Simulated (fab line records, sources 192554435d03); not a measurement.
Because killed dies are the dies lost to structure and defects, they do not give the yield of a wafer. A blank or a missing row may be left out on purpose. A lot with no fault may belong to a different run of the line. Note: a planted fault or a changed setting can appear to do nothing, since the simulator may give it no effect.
The tool behind it: which one? ; flow n5_finfet ; Sampling: 21 lots, 63 wafers, 6 of 1938 route steps

WHAT EACH GAUGE READ, for each wafer
The record holds no reading of a measuring or inspecting step that can be judged against a usual standard deviation.

WHICH TOOL RAN EACH LOT (tool, then ch and the chambers of the sampled wafers, then the start)
lot;N5_BEOL_M1_PECVD_72;N5_BEOL_M1_HM_DEP_02;N5_BEOL_M1_ETCH_64;N5_BEOL_M1_TRENCH_ETCH_37;N5_BEOL_M1_SPUTTER_90;N5_BEOL_M2_ETCH_64
L074;pecvd-01 ch 0,2, day 5 22:03;pvd_sputter-02, day 6 00:46;rie_diel-05 ch 2,3, day 6 01:21;rie_diel-05 ch 0,2,3, day 6 09:08 or earlier;pvd_sputter-01, day 6 09:08;rie_diel-01 ch 0,1,2, day 6 12:23
L075;pecvd-02 ch 0,1,2, day 6 05:04;pvd_sputter-03, day 6 06:48;rie_diel-03 ch 0,1, day 6 07:24;rie_diel-04 ch 0,2,3, day 6 14:20 or earlier;pvd_sputter-03, day 6 14:20;rie_diel-06 ch 2,3, day 6 19:08
L076;pecvd-01 ch 0,1, day 6 13:41;pvd_sputter-01, day 6 15:10;rie_diel-04 ch 0,2,3, day 6 15:53;rie_diel-03 ch 0,1,3, day 6 20:40 or earlier;pvd_sputter-01, day 6 20:40;rie_diel-02 ch 0,2,3, day 7 01:14
L077;pecvd-02 ch 0,1,2, day 6 17:34;pvd_sputter-02, day 6 18:41;rie_diel-03 ch 1,3, day 6 19:17;rie_diel-05 ch 1,2,3, day 6 23:31 or earlier;pvd_sputter-01, day 6 23:31;rie_diel-01 ch 0,1,2, day 7 03:55
L078;pecvd-03 ch 1,2, day 6 23:34;pvd_sputter-03, day 7 00:29;rie_diel-05 ch 1,3, day 7 01:18;rie_diel-03 ch 0,3, day 7 05:30 or earlier;pvd_sputter-01, day 7 05:30;rie_diel-01 ch 0,1,2, day 7 08:43
L079;pecvd-01 ch 0,2, day 7 03:57;pvd_sputter-02, day 7 04:04;rie_diel-04 ch 0,2, day 7 04:40;rie_diel-03 ch 0,3, day 7 12:31 or earlier;pvd_sputter-03, day 7 12:31;rie_diel-01 ch 1,2,3, day 7 18:43
L080;pecvd-02 ch 0,2, day 7 10:02;pvd_sputter-02, day 7 12:47;rie_diel-05 ch 0,1,3, day 7 13:31;rie_diel-04 ch 1,2,3, day 7 21:02 or earlier;pvd_sputter-02, day 7 21:02;rie_diel-06 ch 0,3, day 8 01:06
L082;pecvd-02 ch 0,1, day 7 22:02;pvd_sputter-01, day 7 22:18;rie_diel-05 ch 0,1,2, day 7 23:05;rie_diel-04 ch 0,1,2, day 8 04:05 or earlier;pvd_sputter-03, day 8 04:05;rie_diel-02 ch 0,2,3, day 8 09:35
L081;pecvd-02 ch 0,1, day 7 22:20;pvd_sputter-02, day 8 00:11;rie_diel-03 ch 0,1,2, day 8 01:00;rie_diel-03 ch 0,3, day 8 07:14 or earlier;pvd_sputter-03, day 8 07:14;rie_diel-02 ch 0,2, day 8 10:22
L083;pecvd-02 ch 0,1,2, day 8 05:32;pvd_sputter-01, day 8 08:42;rie_diel-04 ch 1,2, day 8 09:25;rie_diel-05 ch 0,2, day 8 19:01 or earlier;pvd_sputter-01, day 8 19:01;rie_diel-02 ch 0,1, day 8 23:40
L084;pecvd-03 ch 0,2, day 8 12:53;pvd_sputter-01, day 8 13:16;rie_diel-03 ch 0,1,3, day 8 14:03;rie_diel-03 ch 0,1,2, day 8 22:03 or earlier;pvd_sputter-02, day 8 22:03;rie_diel-01 ch 0,2,3, day 9 01:02
L085;pecvd-03 ch 0,1, day 9 02:55;pvd_sputter-03, day 9 06:37;rie_diel-05 ch 0,1,3, day 9 08:01;rie_diel-04 ch 0,1,2, day 9 19:23 or earlier;pvd_sputter-03, day 9 19:23;rie_diel-01 ch 0,3, day 9 22:31
L087;pecvd-02 ch 1,2, day 9 10:04;pvd_sputter-02, day 9 10:07;rie_diel-03 ch 1,2,3, day 9 11:01;rie_diel-05 ch 0,3, day 10 00:11 or earlier;pvd_sputter-03, day 10 00:11;rie_diel-02 ch 2,3, day 10 03:24
L089;pecvd-01 ch 1,2, day 9 18:56;pvd_sputter-02, day 9 21:14;rie_diel-04 ch 0,1, day 9 22:05;rie_diel-05 ch 0,1,3, day 10 09:58 or earlier;pvd_sputter-02, day 10 09:58;rie_diel-01 ch 1,2, day 10 14:46
L090;pecvd-01 ch 0,1,2, day 10 00:53;pvd_sputter-02, day 10 02:32;rie_diel-05 ch 1,2,3, day 10 03:20;rie_diel-03 ch 1,2,3, day 10 13:13 or earlier;pvd_sputter-02, day 10 13:13;rie_diel-02 ch 2,3, day 10 18:02
L092;pecvd-03 ch 0,1, day 10 12:28;pvd_sputter-02, day 10 14:13;rie_diel-04 ch 0,2, day 10 14:49;rie_diel-04 ch 0,2,3, day 10 22:55 or earlier;pvd_sputter-02, day 10 22:55;rie_diel-06 ch 0,3, day 11 01:55
L093;pecvd-01 ch 0,2, day 10 15:55;pvd_sputter-03, day 10 17:42;rie_diel-03 ch 2,3, day 10 18:41;rie_diel-05 ch 1,2, day 11 07:24 or earlier;pvd_sputter-02, day 11 07:24;rie_diel-02 ch 2,3, day 11 10:47
L094;pecvd-03 ch 0,1, day 10 20:56;pvd_sputter-02, day 10 21:07;rie_diel-05 ch 1,2,3, day 10 21:50;rie_diel-05 ch 0,1,3, day 11 10:50 or earlier;pvd_sputter-02, day 11 10:50;rie_diel-06 ch 0,1,2, day 11 15:13
L095;pecvd-01 ch 0,1,2, day 11 06:23;pvd_sputter-01, day 11 08:05;rie_diel-05 ch 0,1,2, day 11 08:41;rie_diel-05 ch 0,1,3, day 11 15:42 or earlier;pvd_sputter-02, day 11 15:42;rie_diel-01 ch 1,3, day 11 19:43
L097;pecvd-02 ch 0,2, day 11 17:05;pvd_sputter-01, day 11 18:39;rie_diel-04 ch 0,1, day 11 19:23;rie_diel-05 ch 2,3, day 12 08:44 or earlier;pvd_sputter-02, day 12 08:44;rie_diel-01 ch 2,3, day 12 15:13
L096;pecvd-02 ch 0,2, day 11 22:26;pvd_sputter-01, day 12 02:25;rie_diel-03 ch 0,1,3, day 12 03:01;rie_diel-05 ch 0,2,3, day 12 11:39 or earlier;pvd_sputter-01, day 12 11:39;rie_diel-06 ch 0,3, day 12 15:46
- N5_BEOL_M1_PECVD_72: deposits SiO2 from TEOS/O2, target thk 16 nm, time 18 s.
- N5_BEOL_M1_HM_DEP_02: deposits TiN, target thk 20 nm.
- N5_BEOL_M1_ETCH_64: etches SOC in N2/H2, target depth 75 nm, overetch 15 nm, time 112.5 s.
- N5_BEOL_M1_TRENCH_ETCH_37: etches SiOC in C4F6/O2, target depth 55.207 nm, time 29 s.
- N5_BEOL_M1_SPUTTER_90: material Cu, target thk 4.5 nm, time 8.29 s.
- N5_BEOL_M2_ETCH_64: etches SOC in N2/H2, target depth 75 nm, overetch 22.5 nm, time 121.9 s.

WHAT THE TOOLS THEMSELVES READ (means of the sampled wafers that have a number; where no wafer has one, the mark that the record gives instead)
N5_BEOL_M1_PECVD_72. Usual: heater_power_w 676 W, standard deviation 91; showerhead_plenum_p_Torr 8.73 Torr, standard deviation 0.088; throttle_valve_pct 22.8 %, standard deviation 1.4.
lot;tool;heater_power_w (W);showerhead_plenum_p_Torr (Torr);throttle_valve_pct (%);flag
L074;pecvd-01;700;8.64;24.3;
L075;pecvd-02;689;8.76;21.9;
L076;pecvd-01;661;8.68;25.0;
L077;pecvd-02;698;8.76;22.1;
L078;pecvd-03;787;8.87;21.4;
L079;pecvd-01;648;8.64;23.0;
L080;pecvd-02;647;8.79;21.8;
L082;pecvd-02;782;8.74;22.0;
L081;pecvd-02;742;8.75;21.9;
L083;pecvd-02;702;8.77;22.1;
L084;pecvd-03;783;8.67;21.7;
L085;pecvd-03;651;8.65;22.3;
L087;pecvd-02;618;8.76;22.4;
L089;pecvd-01;557;8.71;23.7;
L090;pecvd-01;641;8.68;23.9;
L092;pecvd-03;725;8.72;22.5;
L093;pecvd-01;679;8.63;24.2;
L094;pecvd-03;749;8.73;22.5;
L095;pecvd-01;671;8.69;24.0;
L097;pecvd-02;614;8.80;22.6;
L096;pecvd-02;597;8.79;22.2;

N5_BEOL_M1_HM_DEP_02. Usual: substrate_temp_c 25.01 C, standard deviation 0.1; throttle_valve_pct 29.5 %, standard deviation 0.94.
lot;tool;substrate_temp_c (C);throttle_valve_pct (%);flag
L074;pvd_sputter-02;25.07;28.0;
L075;pvd_sputter-03;25.05;29.6;
L076;pvd_sputter-01;25.05;29.9;
L077;pvd_sputter-02;25.10;28.3;
L078;pvd_sputter-03;24.93;30.3;
L079;pvd_sputter-02;25.07;28.5;
L080;pvd_sputter-02;24.95;28.9;
L082;pvd_sputter-01;24.88;29.7;
L081;pvd_sputter-02;25.13;29.7;
L083;pvd_sputter-01;25.10;29.5;
L084;pvd_sputter-01;24.97;29.8;
L085;pvd_sputter-03;25.07;30.3;
L087;pvd_sputter-02;24.96;28.5;
L089;pvd_sputter-02;25.07;29.5;
L090;pvd_sputter-02;25.02;29.6;
L092;pvd_sputter-02;24.98;29.9;
L093;pvd_sputter-03;24.97;29.6;
L094;pvd_sputter-02;24.96;29.6;
L095;pvd_sputter-01;24.89;29.4;
L097;pvd_sputter-01;25.00;29.5;
L096;pvd_sputter-01;25.02;29.8;

N5_BEOL_M1_ETCH_64. Usual: for chamber_pressure_mTorr, 29.999 mTorr with a standard deviation of 0.023; for drypump_motor_current_A, 5.8 A with a standard deviation of 0.38; for h2_flow_sccm, 200.1 sccm with a standard deviation of 0.57; for oes_product_au, 0.61 a.u. with a standard deviation of 0.046; for rf_vpp_V, 525.0 V with a standard deviation of 2.1; for showerhead_plenum_p_Torr, 2.59 Torr with a standard deviation of 0.073; for throttle_valve_pct, 17.89 % with a standard deviation of 0.15.
lot;tool;chamber_pressure_mTorr (mTorr);drypump_motor_current_A (A);h2_flow_sccm (sccm);oes_product_au (a.u.);rf_vpp_V (V);showerhead_plenum_p_Torr (Torr);throttle_valve_pct (%);flag
L074;rie_diel-05;30.001;5.7;200.2;0.62;527.4;2.66;17.94;
L075;rie_diel-03;30.009;6.1;200.5;0.67;523.0;2.50;17.76;
L076;rie_diel-04;29.993;6.1;200.4;0.61;524.7;2.59;17.74;
L077;rie_diel-03;29.996;5.7;200.2;0.61;523.6;2.51;17.85;
L078;rie_diel-05;30.000;5.8;200.0;0.65;527.4;2.69;17.85;
L079;rie_diel-04;30.004;6.2;200.3;0.61;525.3;2.59;17.76;
L080;rie_diel-05;29.996;5.6;200.3;0.64;526.2;2.64;17.94;
L082;rie_diel-05;29.985;5.6;199.9;0.60;525.2;2.61;18.01;
L081;rie_diel-03;29.988;6.0;200.5;0.62;523.1;2.51;17.75;
L083;rie_diel-04;30.010;6.3;200.3;0.59;524.2;2.54;17.99;
L084;rie_diel-03;30.016;6.0;200.5;0.60;523.6;2.51;17.84;
L085;rie_diel-05;30.000;5.6;200.4;0.63;526.1;2.64;17.96;
L087;rie_diel-03;30.010;5.7;200.0;0.60;522.6;2.51;17.80;
L089;rie_diel-04;29.992;5.9;198.8;0.62;525.2;2.59;17.92;
L090;rie_diel-05;29.982;5.7;199.9;0.60;526.9;2.65;17.95;
L092;rie_diel-04;29.980;5.8;200.2;0.62;525.8;2.63;17.72;
L093;rie_diel-03;30.023;5.5;199.5;0.56;522.9;2.52;17.80;
L094;rie_diel-05;30.018;5.7;199.8;0.60;526.2;2.65;17.95;
L095;rie_diel-05;29.996;5.6;199.4;0.59;525.6;2.60;18.05;
L097;rie_diel-04;29.999;5.7;200.4;0.62;526.4;2.63;17.80;
L096;rie_diel-03;30.009;6.0;200.4;0.59;522.1;2.50;17.89;

N5_BEOL_M1_TRENCH_ETCH_37. Usual: chamber_pressure_mTorr 29.999 mTorr, standard deviation 0.028; drypump_motor_current_A 5.9 A, standard deviation 0.41; oes_product_au 0.77 a.u., standard deviation 0.061; rf_vpp_V 666 V, standard deviation 4.3; showerhead_plenum_p_Torr 2.88 Torr, standard deviation 0.071; throttle_valve_pct 20.89 %, standard deviation 0.16.
lot;tool;chamber_pressure_mTorr (mTorr);drypump_motor_current_A (A);oes_product_au (a.u.);rf_vpp_V (V);showerhead_plenum_p_Torr (Torr);throttle_valve_pct (%);flag
L074;rie_diel-05;29.976;5.5;0.82;669;2.95;20.98;
L075;rie_diel-04;29.975;6.2;0.77;665;2.89;20.71;
L076;rie_diel-03;30.017;6.0;0.79;667;2.81;20.81;
L077;rie_diel-05;29.998;5.7;0.79;669;2.97;20.90;
L078;rie_diel-03;30.013;5.9;0.72;671;2.82;20.91;
L079;rie_diel-03;29.998;5.9;0.72;671;2.82;20.91;
L080;rie_diel-04;29.991;6.4;0.73;664;2.83;20.86;
L082;rie_diel-04;30.011;6.0;0.78;667;2.89;20.79;
L081;rie_diel-03;29.980;5.9;0.71;672;2.82;20.93;
L083;rie_diel-05;30.000;5.5;0.74;668;2.91;21.07;
L084;rie_diel-03;30.000;5.9;0.78;664;2.80;20.72;
L085;rie_diel-04;30.005;6.0;0.78;666;2.88;20.81;
L087;rie_diel-05;29.966;5.5;0.82;669;2.96;20.96;
L089;rie_diel-05;30.014;5.6;0.78;664;2.94;20.99;
L090;rie_diel-03;29.978;5.7;0.76;667;2.80;20.78;
L092;rie_diel-04;29.983;6.1;0.75;664;2.88;20.76;
L093;rie_diel-05;30.014;5.7;0.71;668;2.93;21.02;
L094;rie_diel-05;29.994;5.6;0.77;666;2.93;20.99;
L095;rie_diel-05;30.002;5.6;0.78;665;2.93;20.99;
L097;rie_diel-05;29.982;5.7;0.78;671;2.97;20.94;
L096;rie_diel-05;30.010;5.5;0.77;668;2.93;21.05;

N5_BEOL_M1_SPUTTER_90. Usual: substrate_temp_c -20.01 C, standard deviation 0.11; throttle_valve_pct 29.6 %, standard deviation 0.95.
lot;tool;substrate_temp_c (C);throttle_valve_pct (%);flag
L074;pvd_sputter-01;-19.99;29.3;
L075;pvd_sputter-03;-20.01;30.2;
L076;pvd_sputter-01;-19.94;29.4;
L077;pvd_sputter-01;-20.09;29.6;
L078;pvd_sputter-01;-20.05;29.5;
L079;pvd_sputter-03;-19.90;29.7;
L080;pvd_sputter-02;-19.98;28.9;
L082;pvd_sputter-03;-20.13;30.5;
L081;pvd_sputter-03;-20.06;31.0;
L083;pvd_sputter-01;-20.00;29.4;
L084;pvd_sputter-02;-20.00;28.6;
L085;pvd_sputter-03;-19.96;29.5;
L087;pvd_sputter-03;-20.00;29.6;
L089;pvd_sputter-02;-20.10;29.5;
L090;pvd_sputter-02;-20.21;28.8;
L092;pvd_sputter-02;-19.93;28.8;
L093;pvd_sputter-02;-20.01;29.5;
L094;pvd_sputter-02;-20.09;29.0;
L095;pvd_sputter-02;-19.96;28.9;
L097;pvd_sputter-02;-19.95;28.6;
L096;pvd_sputter-01;-19.96;30.0;

N5_BEOL_M2_ETCH_64. Usual: for chamber_pressure_mTorr, 30.001 mTorr with a standard deviation of 0.023; for drypump_motor_current_A, 5.6 A with a standard deviation of 0.34; for h2_flow_sccm, 200.0 sccm with a standard deviation of 0.62; for oes_product_au, 0.62 a.u. with a standard deviation of 0.072; for rf_vpp_V, 523.4 V with a standard deviation of 2.2; for showerhead_plenum_p_Torr, 2.53 Torr with a standard deviation of 0.077; for throttle_valve_pct, 17.70 % with a standard deviation of 0.22.
lot;tool;chamber_pressure_mTorr (mTorr);drypump_motor_current_A (A);h2_flow_sccm (sccm);oes_product_au (a.u.);rf_vpp_V (V);showerhead_plenum_p_Torr (Torr);throttle_valve_pct (%);flag
L074;rie_diel-01;29.987;5.5;200.0;0.57;522.1;2.50;17.89;
L075;rie_diel-06;29.975;5.9;199.9;0.66;521.5;2.47;17.71;
L076;rie_diel-02;29.991;5.6;200.0;0.60;525.5;2.59;17.62;
L077;rie_diel-01;30.022;5.5;200.3;0.57;522.9;2.50;17.90;
L078;rie_diel-01;29.998;5.5;199.7;0.56;522.7;2.49;17.91;
L079;rie_diel-01;30.004;5.9;200.4;0.65;523.1;2.50;17.70;
L080;rie_diel-06;30.006;5.9;200.7;0.56;523.2;2.51;17.94;
L082;rie_diel-02;30.003;5.6;200.3;0.59;525.3;2.59;17.64;
L081;rie_diel-02;30.013;5.8;200.7;0.63;524.0;2.54;17.60;
L083;rie_diel-02;30.005;5.9;199.7;0.59;525.2;2.58;17.62;
L084;rie_diel-01;30.001;5.8;199.8;0.70;522.2;2.48;17.53;
L085;rie_diel-01;30.004;6.0;200.1;0.71;521.5;2.49;17.57;
L087;rie_diel-02;30.010;5.4;200.4;0.57;524.5;2.58;17.70;
L089;rie_diel-01;29.988;5.7;200.0;0.60;522.5;2.48;17.71;
L090;rie_diel-02;29.981;5.5;200.1;0.61;523.7;2.53;17.66;
L092;rie_diel-06;30.007;5.6;199.7;0.58;524.9;2.59;17.86;
L093;rie_diel-02;30.005;5.4;199.7;0.57;524.7;2.58;17.71;
L094;rie_diel-06;29.989;5.5;200.2;0.60;524.7;2.56;17.67;
L095;rie_diel-01;30.004;5.8;200.5;0.72;522.7;2.49;17.75;
L097;rie_diel-01;30.025;5.9;199.7;0.64;521.6;2.47;17.52;
L096;rie_diel-06;29.998;5.9;199.7;0.69;526.9;2.71;17.71;

THE ANSWER, worked out from the rows above alone
Rule: take the mean of a lot's wafers that have a number; if it is more than 3 standard deviations from the usual mean, the lot is off. Also off: a lot with no number at a reading for which 4 or more lots have one. All remaining lots with rows at the step are treated as sound. The gauges are gone through in route order, then the tools' own readings, and for those a lot's mean is taken as printed above. The first step at which some lot is off is used, and at that step the reading that is off furthest; a lot without a number counts as furthest.
Across all readings shown, no lot is off: no conclusion can be drawn from this.

WHAT THE SIMULATOR HAD PUT IN
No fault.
